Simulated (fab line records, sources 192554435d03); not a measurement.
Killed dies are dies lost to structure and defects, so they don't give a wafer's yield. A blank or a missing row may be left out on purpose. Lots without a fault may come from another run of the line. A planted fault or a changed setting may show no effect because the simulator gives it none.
Chamber matching | flow n5_finfet | N5_SD_EPI_P_ETCH_37 on rie_diel-06: 4 sister chambers
The step etches SOC in N2/H2, overetch 108 nm, time 486 s. 4 wafers are shown with their chamber, then 7 later ones without.

WAFERS WITH THEIR CHAMBER
wafer  | chamber | showerhead_plenum_p_Torr (Torr)
L084.2 | 2       | 2.45
L084.4 | 3       | 2.55
L090.1 | 0       | 2.60
L090.4 | 1       | 2.64

WAFERS WITHOUT THEIR CHAMBER
wafer  | showerhead_plenum_p_Torr (Torr)
L090.6 | 2.64
L097.1 | 2.54
L097.2 | 2.60
L097.3 | 2.44
L097.4 | 2.63
L097.5 | 2.60
L097.6 | 2.54

WHICH CHAMBER EACH WENT THROUGH
wafer  | from the rows above | in truth
L090.6 | 1                   | 1
L097.1 | 3                   | 3
L097.2 | 0                   | 0
L097.3 | 2                   | 2
L097.4 | 1                   | 1
L097.5 | 0                   | 0
L097.6 | 3                   | 3
Placed correctly: 7 of 7. Can't be placed from these rows: 0. Placed wrongly: 0.
How it was worked out, from the rows above alone: a wafer's distance from a chamber is the root of the sum, over the readings, of the square of ((its reading less the chamber's mean) divided by the reading's scatter). The wafer belongs to the nearest chamber; if the next one is less than 2 further off, it can't be placed. A chamber's mean is the mean of its shown wafers. The scatter: with one shown wafer a chamber, the root of the mean of the squares of how far each hidden wafer lies from its nearest shown one.
